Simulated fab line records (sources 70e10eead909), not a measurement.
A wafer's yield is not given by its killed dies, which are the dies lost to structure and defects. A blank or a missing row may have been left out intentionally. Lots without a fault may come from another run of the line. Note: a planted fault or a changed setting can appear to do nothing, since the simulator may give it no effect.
fab line records -- flow nand-harc
record: lots: 7, wafers: 21, last-day: 32
route steps=1302 shown P_M1@297 END@1302
lots with no fault: from the same line, run without faults
start-h: the number of hours between the record's first day and the start of the first shown wafer of the lot -- wait-h: how many hours have passed since the lot's step before this one -- " identical to the entry in the row above -- L1.1+2: one row covering several wafers at once -- - no value, or no start was given -- * or withheld: withheld -- < > ~ a bound
route shown NAME@n: NAME is a module with steps in the file, n the number in the route of the first one -- usual: mean/standard deviation of fault-free wafers -- same: alike in all rows -- chamber/n: place in a boat -- sites: the reading at each site -- _std_site: standard deviation across them -- _edge_site: outer sites' mean less inner sites' -- radius-mm: for every site, how far away it sits from the centre of the wafer -- mask NAME#n: copy n -- behind: tool/chamber where the wafer was last shaped -- hold: reason for holding the lot/hours on hold/outcome of the hold -- device: the n, p or np transistor that did not switch -- end of line: the tests these same wafers got at the end of their route -- a step with no rows: only its recipe -- killed: dies that structure and defects cost at the first sort, which is not the same as the wafer's yield -- map: a wafer's dies, marking killed ones x, the rest . and places with no die _
set.NAME: the run value of the setting; set.NAME@STEP: its run value at that earlier step -- model.NAME: the simulator's own value behind a step, which no gauge read
lots seen at some steps along the route; tables by step, rows by wafer
services: the hour from which a tool's chamber was out of use, counted from the record's first day as start-h (under 0 if before that day), plus the number of hours and why
== steps ==
step: NHARC_P_M1_INSPECT_11
usual: raw-defect-count: 4.5/2.4
lot.wafer,tool,chamber,start-h,wait-h,raw-defect-count
L776.1,defect-inspect-01,-,138.28,0.0,4
L776.3,defect-inspect-01,-,138.28,0.0,2
L776.6,defect-inspect-01,-,138.28,0.0,1
L777.3,defect-inspect-01,-,146.59,0.0,5
L777.4,defect-inspect-01,-,146.59,0.0,6
L777.5,defect-inspect-01,-,146.59,0.0,4
L781.1,defect-inspect-02,-,188.74,0.0,6
L781.3,defect-inspect-02,-,188.74,0.0,4
L781.6,defect-inspect-02,-,188.74,0.0,6
L784.1,defect-inspect-01,-,220.03,0.0,5
L784.5,defect-inspect-01,-,220.03,0.0,6
L784.6,defect-inspect-01,-,220.03,0.0,1
L791.1,defect-inspect-02,-,288.30,0.0,0
L791.2,defect-inspect-02,-,288.30,0.0,7
L791.3,defect-inspect-02,-,288.30,0.0,4
L793.2,defect-inspect-01,-,300.44,0.0,5
L793.3,defect-inspect-01,-,300.44,0.0,1
L793.6,defect-inspect-01,-,300.44,0.0,1
L797.1,defect-inspect-02,-,344.93,0.0,2
L797.3,defect-inspect-02,-,344.93,0.0,4
L797.6,defect-inspect-02,-,344.93,0.0,0
step: NHARC_P_M1_DESCUM_14
recipe: time-s: 3, o2-flow-sccm: 200, ar-flow-sccm: 0, bias-power-w: 0, chemistry: O2
usual: drypump-motor-current-A: 5.6/0.33, oes-product-au: 0.997/0.008, rf-vpp-V: 57.6/0.89, showerhead-plenum-p-Torr: 1.89/0.072, throttle-valve-pct: 11.311/0.0089
lot.wafer,tool,chamber,start-h,wait-h,drypump-motor-current-A,oes-product-au,rf-hours-counter-h,rf-vpp-V,showerhead-plenum-p-Torr,throttle-valve-pct
L776.3,rie-diel-13,3,138.34,0.1,5.7,1.001,12,58.2,1.90,11.319
L776.1,rie-diel-13,2,138.34,0.1,5.8,0.992,12,58.7,1.98,11.303
L776.6,rie-diel-13,0,138.34,0.1,6.0,1.000,-,58.7,1.97,11.306
L777.4,rie-diel-13,2,146.66,0.1,5.8,0.983,13,58.2,1.98,11.316
L777.3,rie-diel-13,3,146.66,0.1,5.7,1.003,13,56.6,1.89,11.329
L777.5,rie-diel-13,2,146.66,0.1,5.8,0.986,-,58.1,1.98,11.316
L781.3,rie-diel-13,0,188.80,0.1,6.0,0.998,2,58.4,1.97,11.310
L781.1,rie-diel-13,2,188.80,0.1,5.8,0.992,2,58.3,1.98,11.317
L781.6,rie-diel-13,1,188.80,0.1,5.6,1.010,-,56.4,1.84,11.314
L784.1,rie-diel-13,1,220.09,0.1,5.6,1.000,6,57.2,1.84,11.308
L784.5,rie-diel-13,1,220.09,0.1,5.6,1.005,-,57.4,1.84,11.310
L784.6,rie-diel-13,3,220.09,0.1,5.7,0.986,-,57.8,1.89,11.310
L791.2,rie-diel-13,0,288.37,0.1,6.0,0.988,7,58.0,1.97,11.297
L791.3,rie-diel-13,1,288.37,0.1,5.6,1.004,12,56.8,1.84,11.313
L791.1,rie-diel-13,2,288.37,0.1,5.7,0.996,12,58.7,1.98,11.317
L793.2,rie-diel-13,1,300.52,0.1,5.6,1.007,13,57.2,1.84,11.316
L793.3,rie-diel-13,2,300.52,0.1,5.8,1.004,13,57.6,1.98,11.322
L793.6,rie-diel-13,3,300.52,0.1,5.7,0.988,-,56.9,1.89,11.314
L797.3,rie-diel-07,3,344.99,0.1,5.6,1.004,2,57.8,1.81,11.317
L797.1,rie-diel-07,0,344.99,0.1,5.3,1.010,3,57.0,1.78,11.304
L797.6,rie-diel-07,0,344.99,0.1,5.3,1.007,-,56.8,1.78,11.314
step: NHARC_P_M1_ETCH_35
recipe: target-depth-a: 400, overetch-a: 120, time-s: 43.94, ion-energy-ev: 200, n2-flow-sccm: 150, h2-flow-sccm: 150, ar-flow-sccm: 0, rf-w: 400, bias-w: 150, chemistry: N2/H2
usual: bias-w: 150.0/0.48, drypump-motor-current-A: 5.6/0.31, oes-product-au: 0.999/0.0081, rf-vpp-V: 429.8/2.4, showerhead-plenum-p-Torr: 2.01/0.078, throttle-valve-pct: 14.172/0.0092
lot.wafer,tool,chamber,start-h,wait-h,bias-w,drypump-motor-current-A,oes-product-au,rf-hours-counter-h,rf-vpp-V,showerhead-plenum-p-Torr,throttle-valve-pct
L776.1,rie-diel-13,2,138.43,0.1,150.1,5.8,0.981,12,434.3,2.11,14.164
L776.3,rie-diel-13,0,138.43,0.1,150.4,6.0,0.995,13,431.4,2.10,14.185
L776.6,rie-diel-13,2,138.43,0.1,150.1,5.8,0.985,-,432.7,2.12,14.180
L777.4,rie-diel-13,3,146.74,0.1,150.1,5.7,0.996,13,429.6,2.02,14.167
L777.3,rie-diel-13,0,146.74,0.1,149.6,6.0,1.001,14,433.6,2.10,14.178
L777.5,rie-diel-13,2,146.74,0.1,149.7,5.8,0.992,-,432.7,2.11,14.163
L781.3,rie-diel-13,0,188.88,0.1,149.3,6.0,1.009,2,431.0,2.10,14.175
L781.1,rie-diel-13,1,188.88,0.1,150.2,5.6,0.999,2,428.6,1.96,14.174
L781.6,rie-diel-13,0,188.88,0.1,150.2,6.0,1.003,-,432.4,2.10,14.182
L784.1,rie-diel-13,2,220.19,0.1,150.4,5.8,1.003,6,432.0,2.11,14.184
L784.6,rie-diel-13,3,220.19,0.1,150.7,5.7,0.983,-,430.3,2.02,14.198
L784.5,rie-diel-13,1,220.19,0.1,150.0,5.6,1.007,-,428.5,1.96,14.193
L791.3,rie-diel-13,3,288.45,0.1,150.3,5.7,1.001,11,428.9,2.02,14.174
L791.1,rie-diel-13,0,288.45,0.1,150.0,5.9,0.998,7,431.7,2.10,14.164
L791.2,rie-diel-13,1,288.45,0.1,150.1,5.6,1.002,12,428.0,1.96,14.186
L793.2,rie-diel-13,3,300.59,0.1,150.5,5.7,0.982,12,430.1,2.01,14.158
L793.3,rie-diel-13,1,300.59,0.1,149.4,5.6,1.004,13,429.4,1.96,14.179
L793.6,rie-diel-13,2,300.59,0.1,150.6,5.8,0.998,-,433.5,2.11,14.179
L797.3,rie-diel-07,0,345.08,0.1,149.0,5.3,1.000,3,426.7,1.89,14.179
L797.1,rie-diel-07,1,345.08,0.1,149.6,4.9,1.014,3,427.9,1.93,14.155
L797.6,rie-diel-07,3,345.08,0.1,150.1,5.6,1.001,-,428.6,1.93,14.181
step: NHARC_P_M1_ETCH_15
recipe: target-depth-a: 1825, time-s: 91.2, c4f8-flow-sccm: withheld, ar-flow-sccm: 400, rf-w: 600, bias-w: 300, chemistry: C4F8/Ar
step: NHARC_P_M1_CD_MEAS_16
usual: cd-nm: 130.1/0.75
lot.wafer,tool,chamber,start-h,wait-h,cd-nm
L776.1,cd-sem-03,-,138.64,-,129.1
L776.3,cd-sem-03,-,138.64,-,129.8
L776.6,cd-sem-03,-,138.64,-,128.7
L777.3,cd-sem-01,-,146.96,-,129.3
L777.4,cd-sem-01,-,146.96,-,129.8
L777.5,cd-sem-01,-,146.96,-,129.7
L781.1,cd-sem-03,-,189.10,-,130.7
L781.3,cd-sem-03,-,189.10,-,130.1
L781.6,cd-sem-03,-,189.10,-,130.3
L784.1,cd-sem-02,-,220.44,-,131.6
L784.5,cd-sem-02,-,220.44,-,131.9
L784.6,cd-sem-02,-,220.44,-,131.0
L791.1,cd-sem-02,-,288.67,-,129.4
L791.2,cd-sem-02,-,288.67,-,128.9
L791.3,cd-sem-02,-,288.67,-,130.1
L793.2,cd-sem-01,-,300.80,-,130.5
L793.3,cd-sem-01,-,300.80,-,130.9
L793.6,cd-sem-01,-,300.80,-,130.0
L797.1,cd-sem-02,-,345.30,-,130.1
L797.3,cd-sem-02,-,345.30,-,129.7
L797.6,cd-sem-02,-,345.30,-,131.0
step: NHARC_P_M1_STRIP_18
recipe: power-w: 1000, n2-flow-sccm: 150, h2-flow-sccm: 150, ar-flow-sccm: 0, bias-w: 0, chemistry: N2/H2
usual: drypump-motor-current-A: 5.5/0.46, oes-product-au: 0.999/0.0089, power-w: 1001/3.1, rf-vpp-V: 90.4/1, showerhead-plenum-p-Torr: 1.97/0.082, throttle-valve-pct: 14.171/0.0087
same: bias-w: 0
lot.wafer,tool,chamber,start-h,wait-h,drypump-motor-current-A,oes-product-au,power-w,rf-hours-counter-h,rf-vpp-V,showerhead-plenum-p-Torr,throttle-valve-pct
L776.1,rie-diel-05,2,138.74,0.1,5.8,1.015,1002,21,91.8,2.01,14.164
L776.3,rie-diel-05,0,138.74,0.1,6.7,0.999,1008,23,88.1,1.92,14.162
L776.6,rie-diel-05,2,138.74,0.1,5.8,1.003,1003,-,89.7,2.01,14.161
L777.4,rie-diel-05,3,147.05,0.1,5.2,1.004,996,26,91.1,2.08,14.190
L777.3,rie-diel-05,0,147.05,0.1,6.7,1.014,1000,27,89.2,1.91,14.163
L777.5,rie-diel-05,3,147.05,0.1,5.2,1.008,997,-,91.5,2.08,14.174
L781.1,rie-diel-07,2,189.23,0.1,5.2,0.983,998,4,89.7,1.91,14.170
L781.3,rie-diel-07,3,189.23,0.1,5.6,0.988,999,5,90.3,1.93,14.163
L781.6,rie-diel-07,0,189.23,0.1,5.3,1.008,1002,-,90.2,1.90,14.174
L784.1,rie-diel-07,3,220.51,0.1,5.6,1.002,1004,6,90.3,1.93,14.169
L784.6,rie-diel-07,3,220.51,0.1,5.6,1.005,1003,-,90.7,1.93,14.182
L784.5,rie-diel-07,0,220.51,0.1,5.3,0.996,999,-,89.9,1.89,14.157
L791.1,rie-diel-07,0,288.74,0.1,5.3,1.000,1003,10,91.9,1.89,14.172
L791.2,rie-diel-07,1,288.74,0.1,4.9,0.993,1003,10,90.8,1.93,14.156
L791.3,rie-diel-07,2,288.74,0.1,5.3,0.986,1002,11,90.4,1.91,14.167
L793.3,rie-diel-05,3,300.90,0.1,5.2,0.997,995,12,91.9,2.07,14.177
L793.2,rie-diel-05,0,300.90,0.1,6.7,1.007,1001,11,89.7,1.90,14.166
L793.6,rie-diel-05,2,300.90,0.1,5.8,1.005,998,-,89.8,1.99,14.171
L797.1,rie-diel-07,2,345.40,0.1,5.3,0.992,996,3,89.7,1.91,14.174
L797.3,rie-diel-07,0,345.40,0.1,5.3,0.998,1002,3,90.6,1.89,14.178
L797.6,rie-diel-07,1,345.40,0.1,4.9,1.017,997,-,89.3,1.93,14.178
step: NHARC_P_M1_ETCH_28
recipe: target-depth-a: 300, over-etch-frac: 0.3, time-s: 72.99, ion-energy-ev: 150, cf4-flow-sccm: 50, n2-flow-sccm: 100, ar-flow-sccm: 150, rf-w: 300, bias-w: 100, chemistry: CF4/N2
step: NHARC_P_M1_STRIP_19
recipe: time-s: 600, temp-c: 30, chemistry: post-etch-residue-remover
step: NHARC_P_M1_DEGAS_29
recipe: temp-c: 250, time-s: 60
step: NHARC_P_M1_PRE_CLEAN_30
recipe: time-s: 30, temp-c: 280, gas: H2/He
usual: heater-power-w: 408/24
lot.wafer,tool,chamber,start-h,wait-h,heater-power-w
L776.3,pvd-sputter-03,-,-,-,412
L776.1,pvd-sputter-03,-,-,-,462
L776.6,pvd-sputter-03,-,-,-,453
L777.4,pvd-sputter-02,-,-,-,407
L777.3,pvd-sputter-02,-,-,-,386
L777.5,pvd-sputter-02,-,-,-,416
L781.1,pvd-sputter-03,-,-,-,396
L781.3,pvd-sputter-03,-,-,-,458
L781.6,pvd-sputter-03,-,-,-,451
L784.1,pvd-sputter-01,-,-,-,414
L784.5,pvd-sputter-01,-,-,-,379
L784.6,pvd-sputter-01,-,-,-,417
L791.1,pvd-sputter-01,-,-,-,408
L791.2,pvd-sputter-01,-,-,-,419
L791.3,pvd-sputter-01,-,-,-,389
L793.2,pvd-sputter-03,-,-,-,389
L793.3,pvd-sputter-03,-,-,-,448
L793.6,pvd-sputter-03,-,-,-,402
L797.3,pvd-sputter-01,-,-,-,416
L797.1,pvd-sputter-01,-,-,-,374
L797.6,pvd-sputter-01,-,-,-,387
step: NHARC_P_M1_PVD_20
recipe: target-thk-a: 50, bias-v: 168.6, power-w: 15000, chamber-pressure-pa: 0.12, time-s: 8.06, substrate-temp-c: 50, material: TaN
step: NHARC_P_M1_PVD_21
recipe: target-thk-a: 300, chamber-pressure-pa: 5, power-w: 5000, substrate-temp-c: 30, time-s: 20.49, material: Cu
step: NHARC_P_M1_ECD_22
recipe: target-thk-a: 4000, bath-temp-c: 25, material: Cu
lot.wafer,tool,chamber,start-h,wait-h
L776.1+3+6,ecd-cu-02,"0,1,1",139.77,-
L777.4+3+5,ecd-cu-01,"0,1,1",148.15,-
L781.1+3+6,ecd-cu-02,1,190.25,-
L781.1+3+6,ecd-cu-02,1,190.96,-
L784.1+6+5,ecd-cu-02,"1,1,0",221.51,-
L784.1+6+5,ecd-cu-02,"1,1,0",222.04,0.5
L791.1+2+3,ecd-cu-01,"0,1,0",289.74,-
L791.1+2+3,ecd-cu-01,"0,1,0",290.27,0.5
L793.2+3+6,ecd-cu-02,"1,0,1",301.93,-
L797.1+3+6,ecd-cu-01,"0,0,1",346.37,-
step: NHARC_P_M1_ANNEAL_31
recipe: temp-c: 225, time-s: 90
usual: wafer_temp_C_max: 226.4/0.39
lot.wafer,tool,chamber,start-h,wait-h,wafer_temp_C_max
L776.1,rtp-anneal-01,0,140.10,0.3,226.3
L776.3,rtp-anneal-01,0,140.10,0.3,226.4
L776.6,rtp-anneal-01,0,140.10,0.3,225.7
L777.3,rtp-anneal-02,0,148.53,-,226.8
L777.4,rtp-anneal-02,0,148.53,-,226.8
L777.5,rtp-anneal-02,0,148.53,-,226.7
L781.1,rtp-anneal-02,0,191.33,-,226.4
L781.3,rtp-anneal-02,0,191.33,-,226.7
L781.6,rtp-anneal-02,0,191.33,-,226.6
L784.1,rtp-anneal-01,0,222.52,0.4,226.3
L784.5,rtp-anneal-01,0,222.52,0.4,226.2
L784.6,rtp-anneal-01,0,222.52,0.4,225.8
L791.1,rtp-anneal-02,0,290.83,0.5,226.6
L791.2,rtp-anneal-02,0,290.83,0.5,226.9
L791.3,rtp-anneal-02,0,290.83,0.5,227.0
L793.2,rtp-anneal-02,0,302.30,-,226.7
L793.3,rtp-anneal-02,0,302.30,-,226.7
L793.6,rtp-anneal-02,0,302.30,-,226.6
L797.1,rtp-anneal-02,0,346.74,0.3,226.5
L797.3,rtp-anneal-02,0,346.74,0.3,226.5
L797.6,rtp-anneal-02,0,346.74,0.3,227.4
step: NHARC_P_M1_CMP_23
recipe: t-overpolish-s: 20, target-thk-nm: 157.82
usual: motor-current-A: 12.5/1.6, time-to-endpoint-s: 28.2/2.3
lot.wafer,tool,chamber,start-h,wait-h,motor-current-A,time-to-endpoint-s
L776.3,cmp-02,2,140.44,-,11.9,27.9
L776.1,cmp-02,1,140.44,-,14.1,30.1
L776.6,cmp-02,2,140.44,-,12.6,27.8
L777.3,cmp-04,2,148.77,-,12.4,28.1
L777.4,cmp-04,0,148.77,-,9.2,26.2
L777.5,cmp-04,2,148.77,-,12.5,27.0
L781.1,cmp-04,2,191.70,-,13.1,58.8
L781.3,cmp-04,0,191.70,-,9.4,60.7
L781.6,cmp-04,1,191.70,-,11.5,58.9
L784.1,cmp-02,3,222.93,-,12.6,52.1
L784.6,cmp-02,1,222.93,-,14.0,57.2
L784.5,cmp-02,2,222.93,-,12.3,53.8
L791.2,cmp-04,3,291.17,-,11.9,60.4
L791.3,cmp-04,1,291.17,-,11.7,53.6
L791.1,cmp-04,2,291.17,-,13.1,59.2
L793.3,cmp-02,0,302.60,-,14.5,28.5
L793.2,cmp-02,3,302.60,-,12.2,25.1
L793.6,cmp-02,1,302.60,-,14.7,32.3
L797.1,cmp-04,0,347.09,-,8.7,29.3
L797.3,cmp-04,1,347.09,-,11.3,27.4
L797.6,cmp-04,1,347.09,-,11.3,28.1
step: NHARC_P_M1_THK_MEAS_24
recipe: thk-meas-gauge: xrf
usual: thk-nm: 157.3/1.5
lot.wafer,tool,chamber,start-h,wait-h,thk-nm
L776.1,film-metro-01,-,140.76,-,154.7
L776.3,film-metro-01,-,140.76,-,156.8
L776.6,film-metro-01,-,140.76,-,156.8
L777.3,film-metro-01,-,149.09,-,160.3
L777.4,film-metro-01,-,149.09,-,157.2
L777.5,film-metro-01,-,149.09,-,157.4
L781.1,film-metro-01,-,192.00,-,156.6
L781.3,film-metro-01,-,192.00,-,157.9
L781.6,film-metro-01,-,192.00,-,156.6
L784.1,film-metro-02,-,223.19,-,153.8
L784.5,film-metro-02,-,223.19,-,158.5
L784.6,film-metro-02,-,223.19,-,157.0
L791.1,film-metro-02,-,291.49,-,158.6
L791.2,film-metro-02,-,291.49,-,157.7
L791.3,film-metro-02,-,291.49,-,157.5
L793.2,film-metro-02,-,302.91,-,155.4
L793.3,film-metro-02,-,302.91,-,155.4
L793.6,film-metro-02,-,302.91,-,157.3
L797.1,film-metro-01,-,347.40,-,158.8
L797.3,film-metro-01,-,347.40,-,161.4
L797.6,film-metro-01,-,347.40,-,157.9
step: NHARC_END_SORT_01
recipe: temp-c: 25
usual: defect-limited-yield: 91.8/2.5, killed-at-array: 51/17, killed-at-other: 1.0/1.2, killed-at-periphery: 3.4/2.5, killed-dies: 56/17, killed-open: 3.3/2.1, killed-short: 2.6/1.6, sort_bin_2_pct: 2.8/1.1, sort_bin_3_pct: 0.6/0.34, sort_bin_4_pct: 4.9/1.5, sort-n-pass: 621/17, sort-rim-yield-pct: 93/4, sort-yield-pct: 91.8/2.5
same: gross-dies: 677, sort_bin_5_pct[%]: 0, sort_bin_6_pct[%]: 0, sort_bin_7_pct[%]: 0, sort_bin_8_pct[%]: 0, sort-rim-n-gross: 106.00
lot.wafer,tool,chamber,start-h,wait-h,defect-limited-yield[%],killed-at-array,killed-at-other,killed-at-periphery,killed-dies,killed-open,killed-short,sort_bin_2_pct[%],sort_bin_3_pct[%],sort_bin_4_pct[%],sort-n-pass,sort-rim-yield-pct[%],sort-yield-pct[%]
L781.6,prober-01,0,628.92,3.9,92.2,47,1,5,53,4,2,2.8,0.4,4.6,624,95,92.2
L793.2,prober-01,0,742.01,2.8,91.9,53,1,1,55,1,3,3.1,0.7,4.3,622,97,91.9
L793.3,prober-01,0,742.81,3.1,92.8,46,2,1,49,3,4,2.4,0.6,4.3,628,94,92.8
L793.6,prober-01,0,745.22,4.0,93.2,41,1,4,46,6,1,2.7,0.6,3.5,631,90,93.2
killed by level:class
L781.6 A_CHANNEL_HOLE_D2:chamber-film-flake=29 A_STAIRCASE:chamber-film-flake=9 A_CHANNEL_HOLE_D1:chamber-film-flake=4 P_M1:geometric-particle:open=2 P_GATE:chamber-film-flake=2 P_M0:geometric-particle:short=1 A_ONON_D1:geometric-particle:short=1 A_ONON_D1:geometric-particle:open=1
L793.2 A_SLIT:chamber-film-flake=27 A_CHANNEL_HOLE_D1:chamber-film-flake=14 A_WL_FILL:chamber-film-flake=7 P_CONTACT:geometric-particle:short=1 A_CHANNEL_FILL_D1:geometric-particle:short=1 A_CONTACT:geometric-particle:open=1 A_M0:geometric-particle:short=1 A_CHANNEL_FILL_D1:chamber-film-flake=1
L793.3 A_SLIT:chamber-film-flake=25 A_CHANNEL_HOLE_D1:chamber-film-flake=12 A_CHANNEL_FILL_D1:chamber-film-flake=2 THIN_TSV:chamber-film-flake=2 P_ZERO_WELL:geometric-particle:open=1 A_SOURCE_PLATE:geometric-particle:short=1 A_CHANNEL_HOLE_D1:geometric-particle:short=1 A_ONON_D2:geometric-particle:open=1
L793.6 A_SLIT:chamber-film-flake=25 A_CHANNEL_HOLE_D1:chamber-film-flake=5 A_WL_FILL:chamber-film-flake=3 P_M0:geometric-particle:open=2 A_CHANNEL_FILL_D1:chamber-film-flake=2 A_STAIRCASE:chamber-film-flake=2 P_GATE:geometric-particle:open=1 P_CONTACT:geometric-particle:open=1
== services ==
tool,chamber,start-h,hours,kind
cmp-04,-,115.75,4.0,pm
rie-diel-07,-,117.27,9.0,pm
ecd-cu-01,-,122.09,2.9,repair
pvd-sputter-03,-,122.46,5.8,repair
cmp-02,-,136.38,4.0,pm
rie-diel-13,-,152.17,0.8,repair
cmp-04,-,155.16,14.8,repair
ecd-cu-01,-,160.24,8.0,pm
rie-diel-05,2,161.92,3.4,repair
rie-diel-13,-,165.00,9.0,pm
pvd-sputter-03,-,170.03,10.0,pm
rie-diel-13,0,204.94,32.9,repair
cmp-04,-,213.75,4.0,pm
cmp-02,-,223.34,3.5,repair
ecd-cu-02,-,244.00,8.0,pm
rie-diel-13,1,280.76,4.2,repair
rie-diel-07,-,294.27,9.0,pm
cmp-04,-,311.75,4.0,pm
rie-diel-13,-,314.57,3.4,repair
rie-diel-13,1,318.52,8.0,repair
ecd-cu-02,-,335.26,1.9,repair
ecd-cu-01,-,336.24,8.0,pm
rie-diel-07,3,337.93,1.2,repair
rie-diel-13,-,342.00,9.0,pm
== key ==
first-sign: step: NHARC_P_M1_ECD_22, reading: visit, direction: added
effect: step: NHARC_P_M1_CMP_23, reading: time-to-endpoint-s, direction: up, sigmas: 13, usual: *, struck: *
met-at NHARC_P_M1_ECD_22
struck-wafers L781.1,L781.3,L781.6,L784.1,L784.5,L784.6,L791.1,L791.2,L791.3
fault: kind: repeated-step-whole, tool: ecd-cu-01,ecd-cu-02, chamber: -, onset-h: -, steps: NHARC_P_M1_ECD_22, times: 1, scope: struck-lots-only
